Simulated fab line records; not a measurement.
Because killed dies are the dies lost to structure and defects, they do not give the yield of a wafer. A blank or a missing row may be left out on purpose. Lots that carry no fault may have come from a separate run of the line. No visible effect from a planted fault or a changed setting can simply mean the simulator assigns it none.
Split-lot study + flow n5-finfet + 15 wafers read across 7 lots, on a route 1938 steps long

ABOUT THE SPLIT
At N5_BEOL_M0_SPUTTER_134 (material Cu, target thk 4 nm, time 7.37 s), the setting time-s was moved away from the recipe's 7.37 s on 4 of the 15 wafers read, by -13.6% to +8.5%. This setting was run at the recipe's value on the other wafers.

The split's own step is where the reading is taken.

THE READING
Cu_of_BEOL_M0_SPUTTER_134.thk-nm (the simulator's own value, which no gauge read), in nm, at N5_BEOL_M0_SPUTTER_134 (material Cu, target thk 4 nm, time 7.37 s). No usual value for it is given in the file. Average 4.0 nm, standard deviation 0.15 nm, over the 11 wafers here run with the recipe.

| wafer  | tool, chamber at the split | time-s as run, s | against the recipe | Cu_of_BEOL_M0_SPUTTER_134.thk-nm, nm | against lot-mates on the recipe |
|--------|----------------------------|------------------|--------------------|--------------------------------------|---------------------------------|
| L075.2 | pvd-sputter-03, -          | 7.37             | recipe             | 4.2                                  | -                               |
| L075.6 | pvd-sputter-03, -          | 7.37             | recipe             | 4.2                                  | -                               |
| L075.3 | pvd-sputter-03, -          | 7.37             | recipe             | 4                                    | -                               |
| L076.1 | pvd-sputter-01, -          | 7.995            | +8.5%              | 4.4                                  | +0.2                            |
| L076.3 | pvd-sputter-01, -          | 7.995            | +8.5%              | 4.4                                  | +0.2                            |
| L076.2 | pvd-sputter-01, -          | 7.37             | recipe             | 4.2                                  | -                               |
| L077.1 | pvd-sputter-03, -          | 7.37             | recipe             | 4                                    | -                               |
| L077.2 | pvd-sputter-03, -          | 6.37             | -13.6%             | 3.2                                  | -0.8                            |
| L083.5 | pvd-sputter-01, -          | 7.37             | recipe             | 4                                    | -                               |
| L085.4 | pvd-sputter-02, -          | 7.37             | recipe             | 3.8                                  | -                               |
| L085.6 | pvd-sputter-02, -          | 7.37             | recipe             | 4                                    | -                               |
| L092.3 | pvd-sputter-01, -          | 7.37             | recipe             | 4                                    | -                               |
| L096.3 | pvd-sputter-01, -          | 7.37             | recipe             | 3.8                                  | -                               |
| L096.5 | pvd-sputter-01, -          | 7.37             | recipe             | 3.8                                  | -                               |
| L096.4 | pvd-sputter-01, -          | 6.543            | -11.2%             | 3.4                                  | -0.4                            |

FIT RESULTS
A straight line over all 15 wafers: Cu_of_BEOL_M0_SPUTTER_134.thk-nm changes by +0.0535 nm for each +1% of time-s; r = +0.92; the points scatter about the line by 0.14 nm.
The same after taking each lot's own level away (the mean of its wafers on the recipe; 15 wafers): +0.0407 nm for each +1%; r = +0.92; scatter 0.1 nm.
On that fit, the largest move of time-s shifts the reading by 0.55 nm.
The span of the lots' own levels, 3.80 to 4.20 nm, comes to 2.7 times the standard deviation stated above.
Hence the slope depends on the lot-to-lot level, as the two fits are not the same.
Check: -0.412 nm against its lot-mates is what the line predicts for one of the wafers moved furthest among these (-13.6%) when that wafer is left out of the fit. It came out at -0.8 nm against them.

THE OTHER SPLITS THESE WAFERS WENT THROUGH
Before the reading, these wafers also passed through other splits. Each is held against what the fit with the lots' levels taken away leaves over:
| other split on the same wafers    | wafers away from the commonest value | r with Cu_of_BEOL_M0_SPUTTER_134.thk-nm (lot level and that fit taken away) |
|-----------------------------------|--------------------------------------|-----------------------------------------------------------------------------|
| N5_HKMG_FIN_EXPOSE_46 dose-mj     | 3                                    | -0.23                                                                       |
| N5_GATE_CUT_EXPOSE_10 dose-mj     | 6                                    | +0.42                                                                       |
| N5_GATE_CUT_ETCH_36 cf4-flow-sccm | 5                                    | -0.09                                                                       |
| N5_BEOL_M0_SAQP_COAT_105 spin-rpm | 6                                    | +0.47                                                                       |

THE FILE'S OWN FIT
Cu_of_BEOL_M0_SPUTTER_134.thk-nm changes by +0.0426 nm for each +1% of time-s, r = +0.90.
